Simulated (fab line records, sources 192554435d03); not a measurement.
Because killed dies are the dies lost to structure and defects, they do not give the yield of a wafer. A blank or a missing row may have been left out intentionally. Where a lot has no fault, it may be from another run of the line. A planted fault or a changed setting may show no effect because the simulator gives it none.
Problem report in the 8D (eight disciplines) form, filled by code | flow n5Finfet | the parts of the form that need people (team, actions taken, sign-off) are left out

== 1. PROBLEM STATEMENT ==
Wafers without a fault read 12, standard deviation 5.6; killedAtContacts at N5_PASSIVATION_PROBE_49 reads a mean of 962 on 2 wafers belonging to 2 lots. That is +99 or more standard deviations from the usual mean.
The first sign was on wafer L490.6 at day 17 11:25, on prober-02. The record holds 6 wafers of 2 lots with a number at this step. By rule, "out" or "out of limits" means more than 4 standard deviations away from the usual mean. Any other wafer with a number is counted as sound.

== 2. WHAT IT IS AND WHAT IT IS NOT ==
question                    | is                                                                                                          | is not
which readings at this step | killedAtContacts, defectLimitedYield, killedDies, killedOnRim, sort_bin_5_function, sortNPass, sortYieldPct | killed_at_M0_to_M3, killed_at_M4_up, killedAtFrontEnd, killedAtOther, killedOpen, killedShort, sort_bin_6_memory, sort_bin_8_speed
which lots                  | L490, L491                                                                                                  | -
which wafers of those lots  | L490.6, L491.3                                                                                              | L490.1, L490.5, L491.1, L491.4
read on which tools         | prober-02                                                                                                   | -
when                        | from day 17 11:25                                                                                           | up to then (2 sound wafers); but 2 sound wafers of L491 came after

== 3. THE SUSPECTS, EACH WITH WHAT RULES IT OUT ==
Counting: a tool at a process step up to the reading stays a suspect if it ran every lot that is out. Sound lots after the first of them don't rule it out here, since some wafers of a struck lot are sound.
- aldSin-02 at N5_MOL_CONTACT_COAG_ALD_133 (deposits SiO2, target thk 5 nm, pulse time 1 s, co reactant pulse time 1 s): kept. It ran every lot that is out, first L490 (day 9 10:14).
- prober-02 at N5_PASSIVATION_PROBE_49: kept. It ran every lot that is out, first L490 (day 17 11:10). Its own defectLimitedYield, killedAtContacts, killedDies, killedOnRim, sort_bin_5_function, sortNPass, sortYieldPct readings are out on those wafers.
What counting leaves: aldSin-02 at N5_MOL_CONTACT_COAG_ALD_133 and prober-02 at N5_PASSIVATION_PROBE_49.

== 4. THE CAUSE (what the simulator had put in) ==
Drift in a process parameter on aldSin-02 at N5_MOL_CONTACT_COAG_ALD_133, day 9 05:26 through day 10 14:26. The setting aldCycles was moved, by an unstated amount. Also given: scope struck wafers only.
After counting, 2 suspects remain, this tool included.

== 5. THE EFFECT CHAIN, in route order ==
One row per reading whose mean, taken over the struck wafers that have a number, lies over 3 standard deviations from the usual. Readings are gone through only where the record gives a usual standard deviation; hours: the median, over the lots, of the time from a lot's start at the first step in this table giving one to that lot's start at this step; sigmas: the change measured in usual standard deviations.
hours | step                    | reading             | usual  | on struck wafers | change | sigmas
0     | N5_PASSIVATION_PROBE_49 | defectLimitedYield  | 91.1 % | 10.4             | -80.8  | -54
0     | N5_PASSIVATION_PROBE_49 | killedAtContacts    | 12     | 962              | +950   | +99 or more
0     | N5_PASSIVATION_PROBE_49 | killedDies          | 105    | 1058             | +953   | +53
0     | N5_PASSIVATION_PROBE_49 | killedOnRim         | 14     | 130              | +116   | +31
0     | N5_PASSIVATION_PROBE_49 | sort_bin_5_function | 5.1 %  | 85.6             | +80.5  | +88
0     | N5_PASSIVATION_PROBE_49 | sortNPass           | 1075   | 122              | -953   | -53
0     | N5_PASSIVATION_PROBE_49 | sortYieldPct        | 91.1 % | 10.4             | -80.8  | -54
The process steps in it:
- N5_PASSIVATION_PROBE_49

== 6. HOW IT WOULD HAVE BEEN CAUGHT EARLIER ==
In this record no reading fell out of limits until day 17 11:25, 198 hours after the fault had begun at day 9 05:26.
An alarm limit of 4 standard deviations would not have fired on the tool readings at N5_MOL_CONTACT_COAG_ALD_133 for which the record gives a usual standard deviation, since none of them was out on any struck wafer.
All the lots that are out (2) had begun N5_MOL_CONTACT_COAG_ALD_133 on aldSin-02 by day 17 11:25. Holding the tool at that point would not have protected any of them.
